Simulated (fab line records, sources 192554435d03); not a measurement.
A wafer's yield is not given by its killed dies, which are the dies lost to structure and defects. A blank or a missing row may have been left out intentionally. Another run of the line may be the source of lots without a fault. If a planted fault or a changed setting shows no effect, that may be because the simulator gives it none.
What tool caused it? || flow n5Finfet || 9 lots, 27 wafers sampled, at 5 steps of a route of 1938

== WHAT EACH GAUGE READ, for each wafer ==
N5_BEOL_M0_CUTY_OVL_MEAS_58. Usual: M0_ABLK_OVL typically reads 0.6 nm, with standard deviation 0.73.
{"lot": "L843", "measured": "day 6 11:41", "on": "overlay-01", "M0_ABLK_OVL (nm)": "1.0 1.2 0.7", "flag": ""}
{"lot": "L849", "measured": "day 7 17:53", "on": "overlay-02", "M0_ABLK_OVL (nm)": "0.6 -0.1 1.6", "flag": ""}
{"lot": "L850", "measured": "day 8 02:20", "on": "overlay-02", "M0_ABLK_OVL (nm)": "1.6 1.2 1.1", "flag": ""}
{"lot": "L853", "measured": "day 8 22:07", "on": "overlay-01", "M0_ABLK_OVL (nm)": "-0.7 0.8 0.1", "flag": ""}
{"lot": "L854", "measured": "day 9 04:48", "on": "overlay-01", "M0_ABLK_OVL (nm)": "0.4 1.3 0.7", "flag": ""}
{"lot": "L858", "measured": "day 10 03:29", "on": "overlay-02", "M0_ABLK_OVL (nm)": "1.7 2.6 1.0", "flag": ""}
{"lot": "L859", "measured": "day 10 05:44", "on": "overlay-02", "M0_ABLK_OVL (nm)": "0.8 0.0 0.0", "flag": ""}
{"lot": "L863", "measured": "day 11 07:19", "on": "overlay-01", "M0_ABLK_OVL (nm)": "0.9 0.5 0.9", "flag": ""}
{"lot": "L864", "measured": "day 11 09:58", "on": "overlay-02", "M0_ABLK_OVL (nm)": "-1.0 -0.7 0.8", "flag": ""}

N5_BEOL_M4_RC_MEAS_101. Usual: DIBL_N 35.8 mV/V, standard deviation 1.5; DIBL_P 35.8 mV/V, standard deviation 1.7; IOFF_N 0.151 nA/um, standard deviation 0.022; IOFF_P 0.204 nA/um, standard deviation 0.027; ION_N 673 uA/um, standard deviation 8.6; ION_P 462 uA/um, standard deviation 5.4; SS_N 71.4 mV/dec, standard deviation 0.54; SS_P 73.3 mV/dec, standard deviation 0.56; VT_N 250.5 mV, standard deviation 2.6; VT_P -251 mV, standard deviation 3.1.
{"lot": "L843", "measured": "day 9 08:01", "on": "prober-02", "DIBL_N (mV/V)": "36.6 37.6 36.5", "DIBL_P (mV/V)": "38.6 39.3 38.5", "IOFF_N (nA/um)": "0.191 0.206 0.187", "IOFF_P (nA/um)": "0.231 0.252 0.234", "ION_N (uA/um)": "677 685 674", "ION_P (uA/um)": "460 470 464", "SS_N (mV/dec)": "72.1 72.5 72.7", "SS_P (mV/dec)": "73.5 74.6 74.6", "VT_N (mV)": "248.0 244.0 248.2", "VT_P (mV)": "-251 -247 -247", "flag": ""}
{"lot": "L849", "measured": "day 10 10:56", "on": "prober-02", "DIBL_N (mV/V)": "36.0 35.8 35.5", "DIBL_P (mV/V)": "36.8 36.5 35.6", "IOFF_N (nA/um)": "0.169 0.161 0.147", "IOFF_P (nA/um)": "0.232 0.217 0.207", "ION_N (uA/um)": "680 669 668", "ION_P (uA/um)": "460 464 462", "SS_N (mV/dec)": "71.8 71.2 70.6", "SS_P (mV/dec)": "73.4 73.5 73.5", "VT_N (mV)": "247.9 250.9 250.3", "VT_P (mV)": "-249 -248 -249", "flag": ""}
{"lot": "L850", "measured": "day 10 15:25", "on": "prober-01", "DIBL_N (mV/V)": "36.2 35.1 36.1", "DIBL_P (mV/V)": "36.6 35.4 35.4", "IOFF_N (nA/um)": "0.162 0.136 0.149", "IOFF_P (nA/um)": "0.206 0.191 0.187", "ION_N (uA/um)": "677 669 672", "ION_P (uA/um)": "460 462 457", "SS_N (mV/dec)": "72.1 72.1 71.4", "SS_P (mV/dec)": "73.0 72.4 73.0", "VT_N (mV)": "248.5 253.7 251.0", "VT_P (mV)": "-249 -251 -253", "flag": ""}
{"lot": "L853", "measured": "day 11 13:58", "on": "prober-01", "DIBL_N (mV/V)": "37.6 38.2 38.0", "DIBL_P (mV/V)": "36.1 36.5 36.5", "IOFF_N (nA/um)": "0.164 0.172 0.171", "IOFF_P (nA/um)": "0.219 0.221 0.224", "ION_N (uA/um)": "681 681 679", "ION_P (uA/um)": "467 459 469", "SS_N (mV/dec)": "72.0 71.8 72.0", "SS_P (mV/dec)": "74.4 73.3 74.4", "VT_N (mV)": "250.7 251.0 251.4", "VT_P (mV)": "-251 -250 -250", "flag": ""}
{"lot": "L854", "measured": "day 11 19:39", "on": "prober-01", "DIBL_N (mV/V)": "35.1 34.0 32.9", "DIBL_P (mV/V)": "37.4 34.9 33.9", "IOFF_N (nA/um)": "0.143 0.126 0.111", "IOFF_P (nA/um)": "0.196 0.170 0.147", "ION_N (uA/um)": "683 676 661", "ION_P (uA/um)": "462 459 458", "SS_N (mV/dec)": "71.1 70.4 70.1", "SS_P (mV/dec)": "73.2 72.8 72.5", "VT_N (mV)": "252.7 253.2 255.1", "VT_P (mV)": "-252 -252 -256", "flag": ""}
{"lot": "L858", "measured": "day 12 13:46", "on": "prober-01", "DIBL_N (mV/V)": "35.9 35.9 35.1", "DIBL_P (mV/V)": "34.7 34.7 34.3", "IOFF_N (nA/um)": "0.143 0.135 0.128", "IOFF_P (nA/um)": "0.183 0.176 0.175", "ION_N (uA/um)": "681 662 663", "ION_P (uA/um)": "462 454 456", "SS_N (mV/dec)": "71.0 71.6 71.0", "SS_P (mV/dec)": "73.4 72.7 73.2", "VT_N (mV)": "251.3 252.8 253.3", "VT_P (mV)": "-252 -254 -253", "flag": ""}
{"lot": "L859", "measured": "day 13 06:08", "on": "prober-02", "DIBL_N (mV/V)": "34.0 33.1 32.6", "DIBL_P (mV/V)": "35.5 34.0 32.9", "IOFF_N (nA/um)": "0.165 0.133 0.132", "IOFF_P (nA/um)": "0.218 0.186 0.181", "ION_N (uA/um)": "681 673 668", "ION_P (uA/um)": "469 463 462", "SS_N (mV/dec)": "71.8 71.9 71.5", "SS_P (mV/dec)": "73.3 73.2 72.8", "VT_N (mV)": "251.1 253.3 251.0", "VT_P (mV)": "-248 -255 -252", "flag": ""}
{"lot": "L863", "measured": "day 13 16:02", "on": "prober-02", "DIBL_N (mV/V)": "35.6 36.6 36.2", "DIBL_P (mV/V)": "34.9 36.5 35.5", "IOFF_N (nA/um)": "0.128 0.145 0.137", "IOFF_P (nA/um)": "0.158 0.184 0.164", "ION_N (uA/um)": "664 664 670", "ION_P (uA/um)": "450 461 460", "SS_N (mV/dec)": "71.2 71.8 70.7", "SS_P (mV/dec)": "72.5 72.6 73.4", "VT_N (mV)": "251.8 250.5 250.4", "VT_P (mV)": "-256 -252 -254", "flag": ""}
{"lot": "L864", "measured": "day 14 08:23", "on": "prober-01", "DIBL_N (mV/V)": "35.3 36.9 35.5", "DIBL_P (mV/V)": "34.7 36.3 35.1", "IOFF_N (nA/um)": "0.133 0.159 0.136", "IOFF_P (nA/um)": "0.178 0.211 0.187", "ION_N (uA/um)": "662 670 660", "ION_P (uA/um)": "455 460 458", "SS_N (mV/dec)": "70.6 71.9 71.2", "SS_P (mV/dec)": "72.8 74.2 72.3", "VT_N (mV)": "254.3 251.2 253.6", "VT_P (mV)": "-255 -252 -252", "flag": ""}

== WHICH TOOL RAN EACH LOT (tool, then ch and the chambers of the sampled wafers, then the start) ==
{"lot": "L843", "N5_BEOL_M0_ETCH_109": "rieDiel-06 ch 0,2, day 6 17:55", "N5_BEOL_M0_PRE_CLEAN_113": "pvdSputter-02, day 6 18:23", "N5_BEOL_M0_SPUTTER_116": "pvdSputter-02, day 6 18:58"}
{"lot": "L849", "N5_BEOL_M0_ETCH_109": "rieDiel-06 ch 0,1,2, day 7 20:30", "N5_BEOL_M0_PRE_CLEAN_113": "pvdSputter-03, day 7 22:30", "N5_BEOL_M0_SPUTTER_116": "pvdSputter-03, day 7 23:08"}
{"lot": "L850", "N5_BEOL_M0_ETCH_109": "rieDiel-06 ch 0,1, day 8 05:08", "N5_BEOL_M0_PRE_CLEAN_113": "pvdSputter-02, day 8 05:38", "N5_BEOL_M0_SPUTTER_116": "pvdSputter-03, day 8 06:29"}
{"lot": "L853", "N5_BEOL_M0_ETCH_109": "rieDiel-06 ch 0,1, day 9 01:11", "N5_BEOL_M0_PRE_CLEAN_113": "pvdSputter-01, day 9 01:40", "N5_BEOL_M0_SPUTTER_116": "pvdSputter-03, day 9 02:46"}
{"lot": "L854", "N5_BEOL_M0_ETCH_109": "rieDiel-06 ch 0,1,3, day 9 07:02", "N5_BEOL_M0_PRE_CLEAN_113": "pvdSputter-02, day 9 08:08", "N5_BEOL_M0_SPUTTER_116": "pvdSputter-03, day 9 08:44"}
{"lot": "L858", "N5_BEOL_M0_ETCH_109": "rieDiel-05 ch 1,2,3, day 10 05:47", "N5_BEOL_M0_PRE_CLEAN_113": "pvdSputter-03, day 10 06:29", "N5_BEOL_M0_SPUTTER_116": "pvdSputter-01, day 10 07:13"}
{"lot": "L859", "N5_BEOL_M0_ETCH_109": "rieDiel-05 ch 1,2, day 10 10:34", "N5_BEOL_M0_PRE_CLEAN_113": "pvdSputter-03, day 10 11:33", "N5_BEOL_M0_SPUTTER_116": "pvdSputter-02, day 10 12:01"}
{"lot": "L863", "N5_BEOL_M0_ETCH_109": "rieDiel-05 ch 0,1,2, day 11 09:16", "N5_BEOL_M0_PRE_CLEAN_113": "pvdSputter-02, day 11 09:49", "N5_BEOL_M0_SPUTTER_116": "pvdSputter-03, day 11 11:51"}
{"lot": "L864", "N5_BEOL_M0_ETCH_109": "rieDiel-04 ch 2,3, day 11 13:43", "N5_BEOL_M0_PRE_CLEAN_113": "pvdSputter-02, day 11 15:19", "N5_BEOL_M0_SPUTTER_116": "pvdSputter-03, day 11 15:55"}
- N5_BEOL_M0_ETCH_109: etches SiCN in CH3F/O2, target depth 8 nm, overetch 2.4 nm, time 27.4 s.
- N5_BEOL_M0_PRE_CLEAN_113: time 30 s.
- N5_BEOL_M0_SPUTTER_116: material Cu, target thk 4 nm, time 7.37 s.

== AS READ BY THE TOOLS THEMSELVES (means over the sampled wafers that have a number; for cases with no such wafer, the mark the record gives instead) ==
N5_BEOL_M0_ETCH_109. Usual: biasW 74.99 W, standard deviation 0.22; chamberPressureMTorr 30.00 mTorr, standard deviation 0.033; drypumpMotorCurrentA 5.8 A, standard deviation 0.45; oesProductAu 0.70 a.u., standard deviation 0.063; rfFwdPowerW 392.3 W, standard deviation 1.4; rfVppV 297.0 V, standard deviation 1.6; showerheadPlenumPTorr 1.99 Torr, standard deviation 0.071; throttleValvePct 16.26 %, standard deviation 0.19.
{"lot": "L843", "tool": "rieDiel-06", "biasW (W)": 74.97, "chamberPressureMTorr (mTorr)": 30.01, "drypumpMotorCurrentA (A)": 5.6, "oesProductAu (a.u.)": 0.64, "rfFwdPowerW (W)": 393.6, "rfVppV (V)": 297.9, "showerheadPlenumPTorr (Torr)": 2.02, "throttleValvePct (%)": 16.44, "flag": ""}
{"lot": "L849", "tool": "rieDiel-06", "biasW (W)": 74.87, "chamberPressureMTorr (mTorr)": 29.96, "drypumpMotorCurrentA (A)": 5.7, "oesProductAu (a.u.)": 0.72, "rfFwdPowerW (W)": 391.8, "rfVppV (V)": 296.6, "showerheadPlenumPTorr (Torr)": 2.00, "throttleValvePct (%)": 16.24, "flag": ""}
{"lot": "L850", "tool": "rieDiel-06", "biasW (W)": 57.02, "chamberPressureMTorr (mTorr)": 29.99, "drypumpMotorCurrentA (A)": 5.8, "oesProductAu (a.u.)": 0.65, "rfFwdPowerW (W)": 391.9, "rfVppV (V)": 248.5, "showerheadPlenumPTorr (Torr)": 1.98, "throttleValvePct (%)": 16.32, "flag": "OFF"}
{"lot": "L853", "tool": "rieDiel-06", "biasW (W)": 57.02, "chamberPressureMTorr (mTorr)": 30.00, "drypumpMotorCurrentA (A)": 5.8, "oesProductAu (a.u.)": 0.64, "rfFwdPowerW (W)": 391.3, "rfVppV (V)": 248.7, "showerheadPlenumPTorr (Torr)": 1.97, "throttleValvePct (%)": 16.34, "flag": "OFF"}
{"lot": "L854", "tool": "rieDiel-06", "biasW (W)": 66.12, "chamberPressureMTorr (mTorr)": 30.02, "drypumpMotorCurrentA (A)": 5.6, "oesProductAu (a.u.)": 0.69, "rfFwdPowerW (W)": 391.8, "rfVppV (V)": 272.8, "showerheadPlenumPTorr (Torr)": 1.99, "throttleValvePct (%)": 16.21, "flag": "OFF"}
{"lot": "L858", "tool": "rieDiel-05", "biasW (W)": 75.14, "chamberPressureMTorr (mTorr)": 30.01, "drypumpMotorCurrentA (A)": 5.9, "oesProductAu (a.u.)": 0.71, "rfFwdPowerW (W)": 392.4, "rfVppV (V)": 296.6, "showerheadPlenumPTorr (Torr)": 1.97, "throttleValvePct (%)": 16.22, "flag": ""}
{"lot": "L859", "tool": "rieDiel-05", "biasW (W)": 75.26, "chamberPressureMTorr (mTorr)": 30.02, "drypumpMotorCurrentA (A)": 5.6, "oesProductAu (a.u.)": 0.75, "rfFwdPowerW (W)": 392.2, "rfVppV (V)": 295.1, "showerheadPlenumPTorr (Torr)": 1.95, "throttleValvePct (%)": 16.17, "flag": ""}
{"lot": "L863", "tool": "rieDiel-05", "biasW (W)": 75.14, "chamberPressureMTorr (mTorr)": 29.98, "drypumpMotorCurrentA (A)": 5.7, "oesProductAu (a.u.)": 0.74, "rfFwdPowerW (W)": 392.4, "rfVppV (V)": 296.5, "showerheadPlenumPTorr (Torr)": 1.95, "throttleValvePct (%)": 16.21, "flag": ""}
{"lot": "L864", "tool": "rieDiel-04", "biasW (W)": 74.93, "chamberPressureMTorr (mTorr)": 29.99, "drypumpMotorCurrentA (A)": 5.8, "oesProductAu (a.u.)": 0.68, "rfFwdPowerW (W)": 392.9, "rfVppV (V)": 298.2, "showerheadPlenumPTorr (Torr)": 2.02, "throttleValvePct (%)": 16.34, "flag": ""}

N5_BEOL_M0_PRE_CLEAN_113. Usual: heaterPowerW 347 W, standard deviation 22; susceptorTempC 249.97 C, standard deviation 0.18.
{"lot": "L843", "tool": "pvdSputter-02", "heaterPowerW (W)": 359, "susceptorTempC (C)": 249.99, "flag": ""}
{"lot": "L849", "tool": "pvdSputter-03", "heaterPowerW (W)": 361, "susceptorTempC (C)": 249.95, "flag": ""}
{"lot": "L850", "tool": "pvdSputter-02", "heaterPowerW (W)": 360, "susceptorTempC (C)": 249.80, "flag": ""}
{"lot": "L853", "tool": "pvdSputter-01", "heaterPowerW (W)": 332, "susceptorTempC (C)": 249.97, "flag": ""}
{"lot": "L854", "tool": "pvdSputter-02", "heaterPowerW (W)": 341, "susceptorTempC (C)": 250.06, "flag": ""}
{"lot": "L858", "tool": "pvdSputter-03", "heaterPowerW (W)": 363, "susceptorTempC (C)": 249.98, "flag": ""}
{"lot": "L859", "tool": "pvdSputter-03", "heaterPowerW (W)": 340, "susceptorTempC (C)": 249.97, "flag": ""}
{"lot": "L863", "tool": "pvdSputter-02", "heaterPowerW (W)": 345, "susceptorTempC (C)": 250.05, "flag": ""}
{"lot": "L864", "tool": "pvdSputter-02", "heaterPowerW (W)": 343, "susceptorTempC (C)": 250.00, "flag": ""}

N5_BEOL_M0_SPUTTER_116. Usual: susceptorTempC -19.98 C, standard deviation 0.1; throttleValvePct 30.0 %, standard deviation 1.2.
{"lot": "L843", "tool": "pvdSputter-02", "susceptorTempC (C)": -19.99, "throttleValvePct (%)": 31.4, "flag": ""}
{"lot": "L849", "tool": "pvdSputter-03", "susceptorTempC (C)": -19.86, "throttleValvePct (%)": 30.4, "flag": ""}
{"lot": "L850", "tool": "pvdSputter-03", "susceptorTempC (C)": -19.91, "throttleValvePct (%)": 30.1, "flag": ""}
{"lot": "L853", "tool": "pvdSputter-03", "susceptorTempC (C)": -20.02, "throttleValvePct (%)": 30.8, "flag": ""}
{"lot": "L854", "tool": "pvdSputter-03", "susceptorTempC (C)": -19.99, "throttleValvePct (%)": 30.7, "flag": ""}
{"lot": "L858", "tool": "pvdSputter-01", "susceptorTempC (C)": -19.98, "throttleValvePct (%)": 29.4, "flag": ""}
{"lot": "L859", "tool": "pvdSputter-02", "susceptorTempC (C)": -19.97, "throttleValvePct (%)": 29.4, "flag": ""}
{"lot": "L863", "tool": "pvdSputter-03", "susceptorTempC (C)": -19.98, "throttleValvePct (%)": 30.1, "flag": ""}
{"lot": "L864", "tool": "pvdSputter-03", "susceptorTempC (C)": -19.98, "throttleValvePct (%)": 30.2, "flag": ""}

== THE ANSWER, worked out from the rows above alone ==
Rule: lot off if the mean of its wafers having a number is beyond 3 standard deviations from the usual mean. A lot without any number at a reading at which 4 lots or more have one is off too. The other lots that the step has rows for count as sound. The gauges are gone through in route order, then the tools' own readings, and for those a lot's mean is taken as printed above. At the first step where some lot is off, the reading lying furthest off is the one used; lots without a number count as furthest.
Off at N5_BEOL_M0_ETCH_109 (biasW): L850, L853, L854.
A tool fits if, at that step or a process step before it, it ran every lot that is off, and no sound lot after the first of them. One candidate fits, namely rieDiel-06 at N5_BEOL_M0_ETCH_109. Its last sound lot is L849 (day 7 20:30), its first lot that is off L850 (day 8 05:08): a fault that began between those two fits.
The tool's own readings at N5_BEOL_M0_ETCH_109 bear it out: on the lots that are off they differ by more than 5 times the standard deviation of the sound lots' means. biasW reads 60.05 W there against 75.05 W on the sound lots; rfVppV reads 256.7 V there against 296.8 V on the sound lots.

== WHAT WAS PUT IN BY THE SIMULATOR ==
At N5_BEOL_M0_ETCH_109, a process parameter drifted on rieDiel-06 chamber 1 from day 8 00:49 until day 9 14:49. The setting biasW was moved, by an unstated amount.
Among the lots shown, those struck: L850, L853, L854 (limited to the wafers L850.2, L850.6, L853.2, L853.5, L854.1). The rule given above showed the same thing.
